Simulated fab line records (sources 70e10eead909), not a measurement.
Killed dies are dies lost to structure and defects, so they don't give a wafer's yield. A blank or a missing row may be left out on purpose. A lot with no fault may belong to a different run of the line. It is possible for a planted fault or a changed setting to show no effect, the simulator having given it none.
Which tool was responsible?	flow nand harc	6 lots with 18 wafers sampled at 4 steps, on a route of 1159 steps

## WHAT EACH GAUGE READ, for each wafer
NHARC_END_SORT_01.
lot	measured	on	killed at periphery
L260	day 20 02:50	prober-01	10 9 12
L268	day 22 06:13	prober-01	3 1 3
L279	day 24 16:46	prober-01	3 3 4

## EACH LOT AND THE TOOL THAT RAN IT (in order: tool; ch and the chambers of the sampled wafers; start)
lot	NHARC_P_M1_STRIP_18	NHARC_P_M1_PRE_CLEAN_32	NHARC_P_M2_SOFTBAKE_04
L260	rie diel-03 ch 1,2,3, day 6 18:47	pecvd-03 ch 0,1,2, day 6 21:01	litho track-06 ch 0, day 6 21:00
L262	rie diel-11 ch 1,2, day 7 01:18	pecvd-04 ch 0,2, day 7 03:33	litho track-06 ch 0, day 7 04:00
L263	rie diel-11 ch 1,2,3, day 7 16:22	pecvd-03 ch 0,2, day 7 18:45	litho track-04 ch 0, day 7 19:00
L268	rie diel-03 ch 0,2,3, day 8 14:07	pecvd-03 ch 0,2, day 8 16:25	litho track-04 ch 0, day 8 17:00
L276	rie diel-05 ch 0,3, day 10 13:19	pecvd-02 ch 1,2, day 10 15:39	litho track-06 ch 0, day 10 16:00
L279	rie diel-05 ch 0,1,3, day 11 12:07	pecvd-03 ch 0,1,2, day 11 14:47	litho track-01 ch 0, day 11 15:00
- NHARC_P_M1_STRIP_18: strips in N2/H2.
- NHARC_P_M1_PRE_CLEAN_32: time 12 s.
- NHARC_P_M2_SOFTBAKE_04: time 55 s.

## THE ANSWER, worked out from the rows above alone
Rule: usual is defined by the lots themselves. Put in order of their means at a reading, lots are off if they are a third of the lots or fewer, leave a main group of 4 or more, and stand apart from it by a gap of 3 or more times the standard deviation of the main group's means; of several such gaps the widest counts. A main group is skipped when, at the precision printed for the reading in the tables above, its means are all equal. A lot without any number at a reading at which 4 lots or more have one is off too. All remaining lots with rows at the step are treated as sound.
No lot is off at any reading shown: from this, nothing can be told.

## WHAT THE SIMULATOR PUT IN
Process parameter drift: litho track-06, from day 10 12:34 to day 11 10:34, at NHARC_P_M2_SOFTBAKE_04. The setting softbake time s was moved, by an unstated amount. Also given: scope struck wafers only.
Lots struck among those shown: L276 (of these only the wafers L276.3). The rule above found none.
